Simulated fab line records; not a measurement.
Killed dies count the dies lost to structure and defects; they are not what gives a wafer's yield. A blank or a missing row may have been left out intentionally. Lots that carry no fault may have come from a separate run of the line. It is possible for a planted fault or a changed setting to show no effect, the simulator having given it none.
Struck lot and sound lot, side by side || flow n5-finfet || 17 out of 1938 route steps
Sound: wafers L791.2, L791.4, L791.6. Struck: wafer L808.6 (L808.3, L808.4, from the same lot, were not struck and are left out); the cause is given at the end.
Per side, at each step with rows, come the tool, then ch with its chambers, and then its first start. Under that, the readings that differ: sound wafers || struck wafers || difference of the means || sigmas: that difference in standard deviations of wafers without a fault.
alike: words and numbers the same on both sides, and readings whose means are apart by under 2 such deviations; not compared: readings that were withheld, readings missing a value for some wafer, numbers with overlapping values and no deviation given by the record, and bounds like >300 which may hide the same value.
Wherever a step has rows on one side only, a row that says differs or no value, or a row with sigmas, the two part there. When numbers do not overlap yet have no deviation, they are printed without sigmas and do not part them. Lack of a reading on every wafer of one side parts them only where that side has two or more wafers.

first, 7 steps without rows for these wafers: N5_BEOL_M6_COAT_60 (time 60 s, resist thk 35 nm); N5_BEOL_M6_COAT_05 (resist thk 90 nm); N5_BEOL_M6_EBR_07; N5_BEOL_M6_SOFTBAKE_06 (time 60 s); N5_BEOL_M6_EXPOSE_08 (exposes mask M6); N5_BEOL_M6_PEB_09 (peb time 60 s); N5_BEOL_M6_DEVELOP_10 (develop time 30 s).
N5_BEOL_M6_CD_MEAS_11: the cd target is 38.5 nm.
  sound on cd-sem-02 ch 0, day 9 21:56; struck on cd-sem-02 ch 0, day 14 03:46
  alike: cd-nm
N5_BEOL_M6_OVL_MEAS_12:
  sound on overlay-02 ch 0, day 9 21:58; struck on overlay-02 ch 0, day 14 03:47
  alike: M6_OVL
N5_BEOL_M6_INSPECT_13: inspects for defects (brightfield).
  sound on defect-inspect-02, day 9 21:59; struck on defect-inspect-02, day 14 03:49
{"reading": "raw-defect-count", "sound": "531 521 495", "struck": 304, "difference": -212, "sigmas": -2}
N5_BEOL_M6_DESCUM_16: chemistry O2, time 7.9 s.
  sound on rie-diel-01 ch 0,2, day 9 22:01; struck on rie-diel-02 ch 0, day 14 03:59
{"reading": "oes-product-au (a.u.)", "sound": "0.95 0.85 0.95", "struck": 0.68, "difference": -0.24, "sigmas": -3}
  alike: drypump-motor-current-A, o2-flow-sccm, rf-fwd-power-W, rf-vpp-V, showerhead-plenum-p-Torr, temp-c, throttle-valve-pct
  not compared: rf-hours-counter-h
N5_BEOL_M6_ETCH_61: etches SiARC in CF4, target depth 45.5 nm, time 75.8 s.
  sound on rie-diel-01 ch 0,2, day 9 22:03; struck on rie-diel-02 ch 0, day 14 04:02
{"reading": "oes-product-au (a.u.)", "sound": "0.82 0.73 0.82", "struck": 0.59, "difference": -0.20, "sigmas": -3}
  alike: drypump-motor-current-A, etch-rf-on-time-s, mfc-ar-sccm, rf-fwd-power-W, rf-vpp-V, showerhead-plenum-p-Torr, throttle-valve-pct
  not compared: rf-hours-counter-h
N5_BEOL_M6_ETCH_62: etches SOC in N2/H2, target depth 110 nm, overetch 22 nm, time 165 s.
  sound on rie-diel-01 ch 0,2, day 9 22:07; struck on rie-diel-02 ch 0, day 14 04:05
{"reading": "oes-product-au (a.u.)", "sound": "0.81 0.72 0.80", "struck": 0.56, "difference": -0.22, "sigmas": -3}
{"reading": "rf-vpp-V (V)", "sound": "522.3 521.7 522.2", "struck": 526.9, "difference": "+4.8", "sigmas": "+2"}
{"reading": "model.SiARC_of_BEOL_M6_COAT_60.thk-nm (nm)", "sound": "28.2 28.4 28", "struck": 27.8, "difference": -0.4, "sigmas": ""}
  alike: drypump-motor-current-A, rf-fwd-power-W, showerhead-plenum-p-Torr, temp-c, throttle-valve-pct
  not compared: rf-hours-counter-h
then, 1 step without rows for these wafers: N5_BEOL_M6_STRIP_68 (strips in N2/H2).
N5_BEOL_M6_STRIP_67: strips in CF4.
  sound on rie-diel-01 ch 0,2, day 9 22:15; struck on rie-diel-02 ch 0, day 14 04:14
{"reading": "oes-product-au (a.u.)", "sound": "0.95 0.84 0.94", "struck": 0.69, "difference": -0.22, "sigmas": -3}
  alike: drypump-motor-current-A, rf-vpp-V, showerhead-plenum-p-Torr, throttle-valve-pct
  not compared: rf-hours-counter-h
N5_BEOL_M6_HM_OPEN_17: chemistry Cl2/BCl3, target TiN, target depth 20 nm, overetch 6 nm.
  sound on rie-metal-02 ch 0,1, day 9 22:18; struck on rie-metal-01 ch 0, day 14 04:18
{"reading": "model.etch.depth-nm (nm)", "sound": "19.91 19.94 19.82", "struck": 18.66, "difference": -1.23, "sigmas": ""}
  alike: drypump-motor-current-A, mfc-ar-sccm, oes-product-au, rf-fwd-power-W, throttle-valve-pct
  not compared: rf-hours-counter-h
N5_BEOL_M6_STRIP_19: strips in O2.
  sound on rie-diel-02 ch 1,3, day 9 22:25; struck on rie-diel-01 ch 1, day 14 04:31
  alike: drypump-motor-current-A, o2-flow-sccm, oes-product-au, rf-vpp-V, showerhead-plenum-p-Torr, temp-c, throttle-valve-pct
  not compared: rf-hours-counter-h

## WHERE THEY PART
At N5_BEOL_M6_INSPECT_13 first; at N5_BEOL_M6_STRIP_67 last (within this record only). Later steps at which nothing parts them and some readings are alike: N5_BEOL_M6_HM_OPEN_17, N5_BEOL_M6_STRIP_19.

WHY: the cause the simulator had injected
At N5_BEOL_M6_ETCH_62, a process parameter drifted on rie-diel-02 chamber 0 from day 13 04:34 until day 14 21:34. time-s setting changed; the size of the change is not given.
